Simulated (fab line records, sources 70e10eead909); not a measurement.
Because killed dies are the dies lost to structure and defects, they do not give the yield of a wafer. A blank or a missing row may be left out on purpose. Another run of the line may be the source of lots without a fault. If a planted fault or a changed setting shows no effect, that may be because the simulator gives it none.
fab line records :: flow nandHarc
record
  lots=13
  wafers=39
  lastDay=33
route steps=1302 shown A_CONTACT@1013 THIN_TSV@1271 END@1302
lots untouched by any fault: they come from a run of this same line in which no faults occurred
startH: start of the lot's first displayed wafer, in hours after the record's first day :: waitH: hours since the lot's step before :: " same as the row above :: L1.1+2: a single row standing in for several wafers :: - no value, or no start was given :: * or withheld: withheld :: < > ~ a bound
route shown NAME@n: names a module that has steps shown in the file, with the first one's number in the route :: usual: mean/standard deviation taken from wafers without a fault :: same: alike in all rows :: chamber/n: place in a boat :: sites: the reading at each site :: _std_site: standard deviation across them :: _edge_site: inner sites' mean taken away from outer sites' mean :: radiusMm: for every site, how far away it sits from the centre of the wafer :: mask NAME#n: copy n :: behind: the most recent tool/chamber to have shaped the wafer :: hold: why the lot went on hold/how many hours it stayed there/how the hold came to an end :: device: the transistor (n, p or np) that didn't switch :: end of line: the route-end tests of the same wafers :: for a step that has no rows: nothing shown but its recipe :: killed: not the wafer's yield, but the dies lost to structure and defects at the first sort :: map: shows each die of a wafer: x if killed, . if not, _ if none is there
set.NAME: the setting the step ran with; set.NAME@STEP: the setting that earlier step ran with :: model.NAME: the simulator's own value behind a step, which no gauge read
route steps across a sampled set of lots; one table per step, one row per wafer
services: a tool's chamber out of use, with start hour (startH, from the record's first day; less than 0 if before it), hours out, and reason
## steps
# step NHARC_A_CONTACT_ETCH_119
# recipe
  sourceW=withheld
  pressureMtorr=20
  biasV=3000
  timeS=190
  targetDepthA=18500
  arFlowSccm=withheld
  c4f8FlowSccm=withheld
  o2FlowSccm=withheld
  chemistry=C4F8/O2/Ar
lot.wafer: L991.4
tool: harCapEtch-03
chamber: 0
startH: 496.32
waitH: 0.1
rfHoursCounterH: -

lot.wafer: L991.6
tool: harCapEtch-03
chamber: 1
startH: 496.32
waitH: 0.1
rfHoursCounterH: -

lot.wafer: L991.5
tool: harCapEtch-03
chamber: 0
startH: 496.32
waitH: 0.1
rfHoursCounterH: -

lot.wafer: L993.2
tool: harCapEtch-02
chamber: 0
startH: 510.95
waitH: 0.1
rfHoursCounterH: 87

lot.wafer: L993.4
tool: harCapEtch-02
chamber: 1
startH: 510.95
waitH: 0.1
rfHoursCounterH: -

lot.wafer: L993.6
tool: harCapEtch-02
chamber: 0
startH: 510.95
waitH: 0.1
rfHoursCounterH: -

lot.wafer: L992.1
tool: harCapEtch-03
chamber: 1
startH: 511.60
waitH: 0.1
rfHoursCounterH: 45

lot.wafer: L992.2
tool: harCapEtch-03
chamber: 0
startH: 511.60
waitH: 0.1
rfHoursCounterH: 45

lot.wafer: L992.6
tool: harCapEtch-03
chamber: 1
startH: 511.60
waitH: 0.1
rfHoursCounterH: -

lot.wafer: L994.1
tool: harCapEtch-02
chamber: 1
startH: 522.22
waitH: 0.1
rfHoursCounterH: 90

lot.wafer: L994.4
tool: harCapEtch-02
chamber: 0
startH: 522.22
waitH: 0.1
rfHoursCounterH: -

lot.wafer: L994.6
tool: harCapEtch-02
chamber: 0
startH: 522.22
waitH: 0.1
rfHoursCounterH: -

lot.wafer: L995.2
tool: harCapEtch-03
chamber: 1
startH: 522.39
waitH: 0.1
rfHoursCounterH: 48

lot.wafer: L995.3
tool: harCapEtch-03
chamber: 1
startH: 522.39
waitH: 0.1
rfHoursCounterH: -

lot.wafer: L995.4
tool: harCapEtch-03
chamber: 0
startH: 522.39
waitH: 0.1
rfHoursCounterH: -

lot.wafer: L997.2
tool: harCapEtch-01
chamber: 0
startH: 555.16
waitH: 0.1
rfHoursCounterH: 7

lot.wafer: L997.6
tool: harCapEtch-01
chamber: 0
startH: 555.16
waitH: 0.1
rfHoursCounterH: -

lot.wafer: L997.5
tool: harCapEtch-01
chamber: 1
startH: 555.16
waitH: 0.1
rfHoursCounterH: -

lot.wafer: L998.1
tool: harCapEtch-03
chamber: 1
startH: 564.47
waitH: 0.1
rfHoursCounterH: 57

lot.wafer: L998.6
tool: harCapEtch-03
chamber: 0
startH: 564.47
waitH: 0.1
rfHoursCounterH: -

lot.wafer: L998.5
tool: harCapEtch-03
chamber: 1
startH: 564.47
waitH: 0.1
rfHoursCounterH: -

lot.wafer: L103.1
tool: harCapEtch-01
chamber: 0
startH: 610.49
waitH: 0.1
rfHoursCounterH: 15

lot.wafer: L103.6
tool: harCapEtch-01
chamber: 1
startH: 610.49
waitH: 0.1
rfHoursCounterH: -

lot.wafer: L103.5
tool: harCapEtch-01
chamber: 0
startH: 610.49
waitH: 0.1
rfHoursCounterH: -

lot.wafer: L108.2
tool: harCapEtch-01
chamber: 0
startH: 653.35
waitH: 0.2
rfHoursCounterH: 24

lot.wafer: L108.4
tool: harCapEtch-01
chamber: 0
startH: 653.35
waitH: 0.2
rfHoursCounterH: -

lot.wafer: L108.3
tool: harCapEtch-01
chamber: 1
startH: 653.35
waitH: 0.2
rfHoursCounterH: -

lot.wafer: L107.1
tool: harCapEtch-02
chamber: 1
startH: 655.17
waitH: 0.1
rfHoursCounterH: 114

lot.wafer: L107.4
tool: harCapEtch-02
chamber: 1
startH: 655.17
waitH: 0.1
rfHoursCounterH: -

lot.wafer: L107.5
tool: harCapEtch-02
chamber: 0
startH: 655.17
waitH: 0.1
rfHoursCounterH: -

lot.wafer: L109.4
tool: harCapEtch-03
chamber: 1
startH: 690.70
waitH: 0.1
rfHoursCounterH: -

lot.wafer: L109.5
tool: harCapEtch-03
chamber: 0
startH: 690.70
waitH: 0.1
rfHoursCounterH: -

lot.wafer: L109.6
tool: harCapEtch-03
chamber: 1
startH: 690.70
waitH: 0.1
rfHoursCounterH: -

lot.wafer: L113.1
tool: harCapEtch-01
chamber: 1
startH: 707.80
waitH: 0.1
rfHoursCounterH: 35

lot.wafer: L113.3
tool: harCapEtch-01
chamber: 1
startH: 707.80
waitH: 0.1
rfHoursCounterH: -

lot.wafer: L113.6
tool: harCapEtch-01
chamber: 1
startH: 707.80
waitH: 0.1
rfHoursCounterH: -

lot.wafer: L114.2
tool: harCapEtch-03
chamber: 0
startH: 719.97
waitH: 0.1
rfHoursCounterH: 87

lot.wafer: L114.4
tool: harCapEtch-03
chamber: 1
startH: 719.97
waitH: 0.1
rfHoursCounterH: -

lot.wafer: L114.5
tool: harCapEtch-03
chamber: 0
startH: 719.97
waitH: 0.1
rfHoursCounterH: -
# step NHARC_THIN_TSV_PRE_CLEAN_50
# recipe
  timeS=30
  tempC=280
  gas=H2/He
# usual
  heaterPowerW=416/32
  susceptorTempC=280.01/0.16
lot.wafer: L991.4
tool: pvdSputter-01
chamber: -
startH: -
waitH: -
heaterPowerW: 427
susceptorTempC: -

lot.wafer: L991.6
tool: pvdSputter-01
chamber: -
startH: -
waitH: -
heaterPowerW: 381
susceptorTempC: -

lot.wafer: L991.5
tool: pvdSputter-01
chamber: -
startH: -
waitH: -
heaterPowerW: 332
susceptorTempC: -

lot.wafer: L993.2
tool: pvdSputter-03
chamber: -
startH: -
waitH: -
heaterPowerW: 435
susceptorTempC: 279.75

lot.wafer: L993.4
tool: pvdSputter-03
chamber: -
startH: -
waitH: -
heaterPowerW: 429
susceptorTempC: 280.06

lot.wafer: L993.6
tool: pvdSputter-03
chamber: -
startH: -
waitH: -
heaterPowerW: 435
susceptorTempC: 279.85

lot.wafer: L992.1
tool: pvdSputter-02
chamber: -
startH: -
waitH: -
heaterPowerW: 404
susceptorTempC: 280.14

lot.wafer: L992.2
tool: pvdSputter-02
chamber: -
startH: -
waitH: -
heaterPowerW: 451
susceptorTempC: 279.80

lot.wafer: L992.6
tool: pvdSputter-02
chamber: -
startH: -
waitH: -
heaterPowerW: 414
susceptorTempC: 280.13

lot.wafer: L994.4
tool: pvdSputter-01
chamber: -
startH: -
waitH: -
heaterPowerW: 424
susceptorTempC: 279.89

lot.wafer: L994.1
tool: pvdSputter-01
chamber: -
startH: -
waitH: -
heaterPowerW: 339
susceptorTempC: 280.08

lot.wafer: L994.6
tool: pvdSputter-01
chamber: -
startH: -
waitH: -
heaterPowerW: 434
susceptorTempC: 279.79

lot.wafer: L995.3
tool: pvdSputter-02
chamber: -
startH: -
waitH: -
heaterPowerW: 395
susceptorTempC: 280.44

lot.wafer: L995.4
tool: pvdSputter-02
chamber: -
startH: -
waitH: -
heaterPowerW: 428
susceptorTempC: 279.92

lot.wafer: L995.2
tool: pvdSputter-02
chamber: -
startH: -
waitH: -
heaterPowerW: 478
susceptorTempC: 280.24

lot.wafer: L997.2
tool: pvdSputter-01
chamber: -
startH: -
waitH: -
heaterPowerW: 409
susceptorTempC: 279.97

lot.wafer: L997.5
tool: pvdSputter-01
chamber: -
startH: -
waitH: -
heaterPowerW: 444
susceptorTempC: 280.08

lot.wafer: L997.6
tool: pvdSputter-01
chamber: -
startH: -
waitH: -
heaterPowerW: 421
susceptorTempC: 279.92

lot.wafer: L998.1
tool: pvdSputter-01
chamber: -
startH: -
waitH: -
heaterPowerW: 442
susceptorTempC: 279.70

lot.wafer: L998.6
tool: pvdSputter-01
chamber: -
startH: -
waitH: -
heaterPowerW: 450
susceptorTempC: 279.92

lot.wafer: L998.5
tool: pvdSputter-01
chamber: -
startH: -
waitH: -
heaterPowerW: 417
susceptorTempC: 279.94

lot.wafer: L103.1
tool: pvdSputter-03
chamber: -
startH: -
waitH: -
heaterPowerW: 397
susceptorTempC: 279.67

lot.wafer: L103.5
tool: pvdSputter-03
chamber: -
startH: -
waitH: -
heaterPowerW: 441
susceptorTempC: 280.14

lot.wafer: L103.6
tool: pvdSputter-03
chamber: -
startH: -
waitH: -
heaterPowerW: 389
susceptorTempC: 280.06

lot.wafer: L107.1
tool: pvdSputter-02
chamber: -
startH: -
waitH: -
heaterPowerW: 450
susceptorTempC: 280.18

lot.wafer: L107.4
tool: pvdSputter-02
chamber: -
startH: -
waitH: -
heaterPowerW: 398
susceptorTempC: 280.10

lot.wafer: L107.5
tool: pvdSputter-02
chamber: -
startH: -
waitH: -
heaterPowerW: 466
susceptorTempC: 280.06

lot.wafer: L108.2
tool: pvdSputter-01
chamber: -
startH: -
waitH: -
heaterPowerW: 447
susceptorTempC: -

lot.wafer: L108.4
tool: pvdSputter-01
chamber: -
startH: -
waitH: -
heaterPowerW: 415
susceptorTempC: -

lot.wafer: L108.3
tool: pvdSputter-01
chamber: -
startH: -
waitH: -
heaterPowerW: 388
susceptorTempC: -

lot.wafer: L109.4
tool: pvdSputter-01
chamber: -
startH: -
waitH: -
heaterPowerW: 416
susceptorTempC: 279.85

lot.wafer: L109.5
tool: pvdSputter-01
chamber: -
startH: -
waitH: -
heaterPowerW: 400
susceptorTempC: 279.75

lot.wafer: L109.6
tool: pvdSputter-01
chamber: -
startH: -
waitH: -
heaterPowerW: 362
susceptorTempC: 280.04

lot.wafer: L113.1
tool: pvdSputter-03
chamber: -
startH: -
waitH: -
heaterPowerW: 452
susceptorTempC: -

lot.wafer: L113.3
tool: pvdSputter-03
chamber: -
startH: -
waitH: -
heaterPowerW: 405
susceptorTempC: -

lot.wafer: L113.6
tool: pvdSputter-03
chamber: -
startH: -
waitH: -
heaterPowerW: 409
susceptorTempC: -

lot.wafer: L114.2
tool: pvdSputter-01
chamber: -
startH: -
waitH: -
heaterPowerW: 411
susceptorTempC: 280.05

lot.wafer: L114.4
tool: pvdSputter-01
chamber: -
startH: -
waitH: -
heaterPowerW: 340
susceptorTempC: 280.32

lot.wafer: L114.5
tool: pvdSputter-01
chamber: -
startH: -
waitH: -
heaterPowerW: 416
susceptorTempC: 280.08
# step NHARC_THIN_TSV_PVD_19
# recipe
  targetThkA=200
  chamberPressurePa=5
  material=TaN
# usual
  throttleValvePct=30.1/1.1
lot.wafer: L991.4
tool: pvdSputter-01
chamber: -
startH: -
waitH: -
throttleValvePct: 29.6

lot.wafer: L991.5
tool: pvdSputter-01
chamber: -
startH: -
waitH: -
throttleValvePct: 30.0

lot.wafer: L991.6
tool: pvdSputter-01
chamber: -
startH: -
waitH: -
throttleValvePct: 29.3

lot.wafer: L993.2
tool: pvdSputter-03
chamber: -
startH: -
waitH: -
throttleValvePct: 29.4

lot.wafer: L993.4
tool: pvdSputter-03
chamber: -
startH: -
waitH: -
throttleValvePct: 29.4

lot.wafer: L993.6
tool: pvdSputter-03
chamber: -
startH: -
waitH: -
throttleValvePct: 29.0

lot.wafer: L992.1
tool: pvdSputter-02
chamber: -
startH: -
waitH: -
throttleValvePct: 29.3

lot.wafer: L992.2
tool: pvdSputter-02
chamber: -
startH: -
waitH: -
throttleValvePct: 30.4

lot.wafer: L992.6
tool: pvdSputter-02
chamber: -
startH: -
waitH: -
throttleValvePct: 29.4

lot.wafer: L994.4
tool: pvdSputter-01
chamber: -
startH: -
waitH: -
throttleValvePct: 30.0

lot.wafer: L994.1
tool: pvdSputter-01
chamber: -
startH: -
waitH: -
throttleValvePct: 29.5

lot.wafer: L994.6
tool: pvdSputter-01
chamber: -
startH: -
waitH: -
throttleValvePct: 30.2

lot.wafer: L995.2
tool: pvdSputter-02
chamber: -
startH: -
waitH: -
throttleValvePct: 30.3

lot.wafer: L995.4
tool: pvdSputter-02
chamber: -
startH: -
waitH: -
throttleValvePct: 28.7

lot.wafer: L995.3
tool: pvdSputter-02
chamber: -
startH: -
waitH: -
throttleValvePct: 30.5

lot.wafer: L997.2
tool: pvdSputter-01
chamber: -
startH: -
waitH: -
throttleValvePct: 28.9

lot.wafer: L997.6
tool: pvdSputter-01
chamber: -
startH: -
waitH: -
throttleValvePct: 29.0

lot.wafer: L997.5
tool: pvdSputter-01
chamber: -
startH: -
waitH: -
throttleValvePct: 29.2

lot.wafer: L998.1
tool: pvdSputter-01
chamber: -
startH: -
waitH: -
throttleValvePct: 29.3

lot.wafer: L998.5
tool: pvdSputter-01
chamber: -
startH: -
waitH: -
throttleValvePct: 28.9

lot.wafer: L998.6
tool: pvdSputter-01
chamber: -
startH: -
waitH: -
throttleValvePct: 29.3

lot.wafer: L103.1
tool: pvdSputter-03
chamber: -
startH: -
waitH: -
throttleValvePct: 31.5

lot.wafer: L103.5
tool: pvdSputter-03
chamber: -
startH: -
waitH: -
throttleValvePct: 29.4

lot.wafer: L103.6
tool: pvdSputter-03
chamber: -
startH: -
waitH: -
throttleValvePct: 31.4

lot.wafer: L107.4
tool: pvdSputter-02
chamber: -
startH: -
waitH: -
throttleValvePct: 29.8

lot.wafer: L107.1
tool: pvdSputter-02
chamber: -
startH: -
waitH: -
throttleValvePct: 30.5

lot.wafer: L107.5
tool: pvdSputter-02
chamber: -
startH: -
waitH: -
throttleValvePct: 29.7

lot.wafer: L108.2
tool: pvdSputter-01
chamber: -
startH: -
waitH: -
throttleValvePct: 32.2

lot.wafer: L108.4
tool: pvdSputter-01
chamber: -
startH: -
waitH: -
throttleValvePct: 29.1

lot.wafer: L108.3
tool: pvdSputter-01
chamber: -
startH: -
waitH: -
throttleValvePct: 29.1

lot.wafer: L109.4
tool: pvdSputter-01
chamber: -
startH: -
waitH: -
throttleValvePct: 29.5

lot.wafer: L109.5
tool: pvdSputter-01
chamber: -
startH: -
waitH: -
throttleValvePct: 29.5

lot.wafer: L109.6
tool: pvdSputter-01
chamber: -
startH: -
waitH: -
throttleValvePct: 32.5

lot.wafer: L113.1
tool: pvdSputter-03
chamber: -
startH: -
waitH: -
throttleValvePct: 31.5

lot.wafer: L113.3
tool: pvdSputter-03
chamber: -
startH: -
waitH: -
throttleValvePct: 30.4

lot.wafer: L113.6
tool: pvdSputter-03
chamber: -
startH: -
waitH: -
throttleValvePct: 30.5

lot.wafer: L114.4
tool: pvdSputter-01
chamber: -
startH: -
waitH: -
throttleValvePct: 32.5

lot.wafer: L114.2
tool: pvdSputter-01
chamber: -
startH: -
waitH: -
throttleValvePct: 28.5

lot.wafer: L114.5
tool: pvdSputter-01
chamber: -
startH: -
waitH: -
throttleValvePct: 29.5
# step NHARC_THIN_TSV_CMP_21
# recipe
  tOverpolishS=30
  targetThkNm=2000
# usual
  motorCurrentA=11.8/1.4
  overpolishRunS=30.001/0.0083
lot.wafer: L991.4
tool: cmp-04
chamber: 1
startH: 554.32
waitH: -
motorCurrentA: 11.2
overpolishRunS: 30.003

lot.wafer: L991.5
tool: cmp-04
chamber: 2
startH: 554.32
waitH: -
motorCurrentA: 9.9
overpolishRunS: 30.005

lot.wafer: L991.6
tool: cmp-04
chamber: 3
startH: 554.32
waitH: -
motorCurrentA: 12.3
overpolishRunS: 29.987

lot.wafer: L993.4
tool: cmp-04
chamber: 2
startH: 566.63
waitH: -
motorCurrentA: 9.7
overpolishRunS: 30.000

lot.wafer: L993.2
tool: cmp-04
chamber: 3
startH: 566.63
waitH: -
motorCurrentA: 12.9
overpolishRunS: 29.995

lot.wafer: L993.6
tool: cmp-04
chamber: 2
startH: 566.63
waitH: -
motorCurrentA: 10.2
overpolishRunS: 29.997

lot.wafer: L992.2
tool: cmp-03
chamber: 1
startH: 570.88
waitH: -
motorCurrentA: 13.8
overpolishRunS: 30.005

lot.wafer: L992.1
tool: cmp-03
chamber: 0
startH: 570.88
waitH: -
motorCurrentA: 10.7
overpolishRunS: 30.012

lot.wafer: L992.6
tool: cmp-03
chamber: 2
startH: 570.88
waitH: -
motorCurrentA: 11.8
overpolishRunS: 29.992

lot.wafer: L994.1
tool: cmp-04
chamber: 2
startH: 578.05
waitH: -
motorCurrentA: 9.9
overpolishRunS: 29.992

lot.wafer: L994.4
tool: cmp-04
chamber: 0
startH: 578.05
waitH: -
motorCurrentA: 12.4
overpolishRunS: 29.998

lot.wafer: L994.6
tool: cmp-04
chamber: 1
startH: 578.05
waitH: -
motorCurrentA: 11.4
overpolishRunS: 29.997

lot.wafer: L995.3
tool: cmp-04
chamber: 1
startH: 578.93
waitH: -
motorCurrentA: 12.4
overpolishRunS: 30.004

lot.wafer: L995.2
tool: cmp-04
chamber: 2
startH: 578.93
waitH: -
motorCurrentA: 10.4
overpolishRunS: 29.998

lot.wafer: L995.4
tool: cmp-04
chamber: 3
startH: 578.93
waitH: -
motorCurrentA: 13.5
overpolishRunS: 29.999

lot.wafer: L997.2
tool: cmp-01
chamber: 3
startH: 612.43
waitH: -
motorCurrentA: 11.1
overpolishRunS: 30.000

lot.wafer: L997.6
tool: cmp-01
chamber: 0
startH: 612.43
waitH: -
motorCurrentA: 10.4
overpolishRunS: 29.996

lot.wafer: L997.5
tool: cmp-01
chamber: 1
startH: 612.43
waitH: -
motorCurrentA: 15.0
overpolishRunS: 29.990

lot.wafer: L998.1
tool: cmp-03
chamber: 2
startH: 619.65
waitH: -
motorCurrentA: 12.3
overpolishRunS: 30.006

lot.wafer: L998.5
tool: cmp-03
chamber: 3
startH: 619.65
waitH: -
motorCurrentA: 11.6
overpolishRunS: 30.010

lot.wafer: L998.6
tool: cmp-03
chamber: 0
startH: 619.65
waitH: -
motorCurrentA: 10.3
overpolishRunS: 29.996

lot.wafer: L103.1
tool: cmp-03
chamber: 1
startH: 671.74
waitH: -
motorCurrentA: 13.9
overpolishRunS: 30.014

lot.wafer: L103.5
tool: cmp-03
chamber: 0
startH: 671.74
waitH: -
motorCurrentA: 10.7
overpolishRunS: 30.004

lot.wafer: L103.6
tool: cmp-03
chamber: 1
startH: 671.74
waitH: -
motorCurrentA: 14.1
overpolishRunS: 30.006

lot.wafer: L107.4
tool: cmp-03
chamber: 0
startH: 711.39
waitH: -
motorCurrentA: 10.9
overpolishRunS: 30.001

lot.wafer: L107.1
tool: cmp-03
chamber: 1
startH: 711.39
waitH: -
motorCurrentA: 14.0
overpolishRunS: 30.005

lot.wafer: L107.5
tool: cmp-03
chamber: 0
startH: 711.39
waitH: -
motorCurrentA: 10.7
overpolishRunS: 30.002

lot.wafer: L108.4
tool: cmp-01
chamber: 3
startH: 712.58
waitH: -
motorCurrentA: 11.5
overpolishRunS: 29.991

lot.wafer: L108.2
tool: cmp-01
chamber: 0
startH: 712.58
waitH: -
motorCurrentA: 10.1
overpolishRunS: 29.998

lot.wafer: L108.3
tool: cmp-01
chamber: 1
startH: 712.58
waitH: -
motorCurrentA: 14.6
overpolishRunS: 30.012

lot.wafer: L109.4
tool: cmp-04
chamber: 3
startH: 753.54
waitH: -
motorCurrentA: 12.7
overpolishRunS: 30.019

lot.wafer: L109.6
tool: cmp-04
chamber: 1
startH: 753.54
waitH: -
motorCurrentA: 11.9
overpolishRunS: 29.994

lot.wafer: L109.5
tool: cmp-04
chamber: 2
startH: 753.54
waitH: -
motorCurrentA: 10.2
overpolishRunS: 30.006

lot.wafer: L113.1
tool: cmp-01
chamber: 3
startH: 766.05
waitH: -
motorCurrentA: 10.6
overpolishRunS: 29.991

lot.wafer: L113.3
tool: cmp-01
chamber: 1
startH: 766.05
waitH: -
motorCurrentA: 14.6
overpolishRunS: 29.995

lot.wafer: L113.6
tool: cmp-01
chamber: 3
startH: 766.05
waitH: -
motorCurrentA: 11.7
overpolishRunS: 29.997

lot.wafer: L114.2
tool: cmp-03
chamber: 0
startH: 777.48
waitH: -
motorCurrentA: 10.4
overpolishRunS: 30.005

lot.wafer: L114.4
tool: cmp-03
chamber: 1
startH: 777.48
waitH: -
motorCurrentA: 14.4
overpolishRunS: 29.999

lot.wafer: L114.5
tool: cmp-03
chamber: 0
startH: 777.48
waitH: -
motorCurrentA: 11.2
overpolishRunS: 30.002
# step NHARC_END_SORT_01
# recipe
  tempC=25
# usual
  killedAtArray=55/20
  killedAtOther=1.2/1.3
  killedAtPeriphery=4.0/3
  killedDies=60/21
  killedOpen=3.2/1.9
  killedShort=2.5/1.6
# same
  grossDies=677
lot.wafer: L997.2
tool: prober-01
chamber: 0
startH: 623.75
waitH: 2.8
killedAtArray: 65
killedAtOther: 0
killedAtPeriphery: 4
killedDies: 69
killedOpen: 2
killedShort: 2

lot.wafer: L997.5
tool: prober-01
chamber: 0
startH: 626.15
waitH: 3.7
killedAtArray: 72
killedAtOther: 0
killedAtPeriphery: 0
killedDies: 72
killedOpen: 1
killedShort: 1

lot.wafer: L997.6
tool: prober-01
chamber: 0
startH: 626.94
waitH: 4.0
killedAtArray: 70
killedAtOther: 1
killedAtPeriphery: 1
killedDies: 72
killedOpen: 1
killedShort: 1

lot.wafer: L107.1
tool: prober-01
chamber: 0
startH: 723.70
waitH: 2.5
killedAtArray: 115
killedAtOther: 1
killedAtPeriphery: 2
killedDies: 118
killedOpen: 1
killedShort: 4

lot.wafer: L107.4
tool: prober-01
chamber: 0
startH: 726.09
waitH: 3.4
killedAtArray: 113
killedAtOther: 1
killedAtPeriphery: 2
killedDies: 116
killedOpen: 6
killedShort: 1

lot.wafer: L107.5
tool: prober-01
chamber: 0
startH: 726.88
waitH: 3.7
killedAtArray: 97
killedAtOther: 2
killedAtPeriphery: 4
killedDies: 103
killedOpen: 5
killedShort: 4
# killed by level:class
L997.2 A_CHANNEL_HOLE_D1:chamberFilmFlake=29 A_CHANNEL_HOLE_D2:chamberFilmFlake=29 A_CONTACT:chamberFilmFlake=3 P_ZERO_WELL:chamberFilmFlake=2 A_M0:chamberFilmFlake=2 P_CONTACT:geometricParticle:open=1 P_M0:geometricParticle:open=1 A_CHANNEL_FILL_D2:geometricParticle:short=1
L997.5 A_CHANNEL_HOLE_D1:chamberFilmFlake=35 A_CHANNEL_HOLE_D2:chamberFilmFlake=29 A_M0:chamberFilmFlake=4 A_ONON_D2:geometricParticle:open=1 A_WL_FILL:geometricParticle:short=1 A_DECK1_JOINT:chamberFilmFlake=1 A_M1:chamberFilmFlake=1
L997.6 A_CHANNEL_HOLE_D2:chamberFilmFlake=34 A_CHANNEL_HOLE_D1:chamberFilmFlake=30 A_M0:chamberFilmFlake=2 P_M0:geometricParticle:open=1 A_WL_FILL:geometricParticle:short=1 A_SGD_CUT:chamberFilmFlake=1 A_SLIT:chamberFilmFlake=1 A_WL_FILL:chamberFilmFlake=1
L107.1 A_CONTACT:unspecified=64 A_CHANNEL_HOLE_D2:chamberFilmFlake=18 A_CHANNEL_HOLE_D1:chamberFilmFlake=12 A_WL_FILL:chamberFilmFlake=4 A_STAIRCASE:chamberFilmFlake=3 A_SLIT:chamberFilmFlake=3 A_DECK1_JOINT:chamberFilmFlake=2 A_CONTACT:chamberFilmFlake=2
L107.4 A_CONTACT:unspecified=73 A_CHANNEL_HOLE_D2:chamberFilmFlake=20 A_CHANNEL_HOLE_D1:chamberFilmFlake=5 A_ZERO_WELL:chamberFilmFlake=3 A_STAIRCASE:chamberFilmFlake=2 A_SLIT:chamberFilmFlake=2 A_WL_FILL:chamberFilmFlake=2 P_M1:geometricParticle:open=1
L107.5 A_CONTACT:unspecified=62 A_CHANNEL_HOLE_D2:chamberFilmFlake=6 A_STAIRCASE:chamberFilmFlake=6 A_SLIT:chamberFilmFlake=4 A_WL_FILL:chamberFilmFlake=3 A_DECK1_JOINT:geometricParticle:open=2 P_GATE:chamberFilmFlake=2 A_ZERO_WELL:chamberFilmFlake=2
## services
tool: cmp-04
chamber: -
startH: 475.63
hours: 4.0
kind: repair

tool: pvdSputter-01
chamber: -
startH: 496.91
hours: 5.4
kind: repair

tool: cmp-04
chamber: -
startH: 499.14
hours: 0.3
kind: repair

tool: cmp-04
chamber: -
startH: 503.12
hours: 4.0
kind: pm

tool: pvdSputter-03
chamber: -
startH: 526.02
hours: 10.0
kind: pm

tool: pvdSputter-01
chamber: -
startH: 547.17
hours: 1.3
kind: repair

tool: cmp-03
chamber: -
startH: 554.00
hours: 4.0
kind: pm

tool: pvdSputter-01
chamber: -
startH: 554.22
hours: 0.9
kind: repair

tool: cmp-04
chamber: -
startH: 558.53
hours: 2.8
kind: repair

tool: pvdSputter-03
chamber: -
startH: 576.19
hours: 3.6
kind: repair

tool: pvdSputter-01
chamber: -
startH: 582.05
hours: 10.0
kind: pm

tool: cmp-04
chamber: -
startH: 601.12
hours: 4.0
kind: pm

tool: cmp-03
chamber: -
startH: 601.53
hours: 9.6
kind: repair

tool: cmp-03
chamber: -
startH: 616.07
hours: 0.8
kind: repair

tool: pvdSputter-01
chamber: -
startH: 625.34
hours: 4.8
kind: repair

tool: pvdSputter-02
chamber: -
startH: 638.00
hours: 10.0
kind: pm

tool: cmp-03
chamber: -
startH: 652.04
hours: 4.0
kind: pm

tool: pvdSputter-01
chamber: -
startH: 660.35
hours: 4.0
kind: repair

tool: cmp-03
chamber: -
startH: 685.87
hours: 2.1
kind: repair

tool: cmp-04
chamber: -
startH: 699.12
hours: 4.0
kind: pm

tool: pvdSputter-03
chamber: -
startH: 704.02
hours: 10.0
kind: pm

tool: cmp-03
chamber: -
startH: 706.79
hours: 4.4
kind: repair

tool: pvdSputter-02
chamber: -
startH: 746.58
hours: 6.9
kind: repair

tool: pvdSputter-01
chamber: -
startH: 760.05
hours: 10.0
kind: pm
## key
firstSign
  step=NHARC_END_SORT_01
  reading=killedAtArray
  direction=up
  sigmas=2.6
  usual=55
  struck=108
effect
  step=NHARC_END_SORT_01
  reading=killedDies
  direction=up
  sigmas=2.5
  usual=60
  struck=112
moreKillsBornAt
  NHARC_A_CONTACT_ETCH_119@harCapEtch-02=196
metAt NHARC_A_CONTACT_ETCH_119
struckLots L107
testerLeftOut L107
notActingAt NHARC_THIN_TSV_PRE_CLEAN_50,NHARC_THIN_TSV_PVD_19,NHARC_THIN_TSV_CMP_21
onsetBetween 522.22 655.17
fault
  kind=chamberParticleSource
  tool=harCapEtch-02
  chamber=-
  onsetH=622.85
  steps=NHARC_A_CONTACT_ETCH_119
  ratePerVisitCm2=0.89384
  endH=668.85
# testerLeftOut: of these lots the tester's yield and bins aren't shown, on N5 and GAA mostly nor the transistor test; their killed dies are dies lost to structure and defects alone, not to doping, threshold or leakage, so they don't give the yield
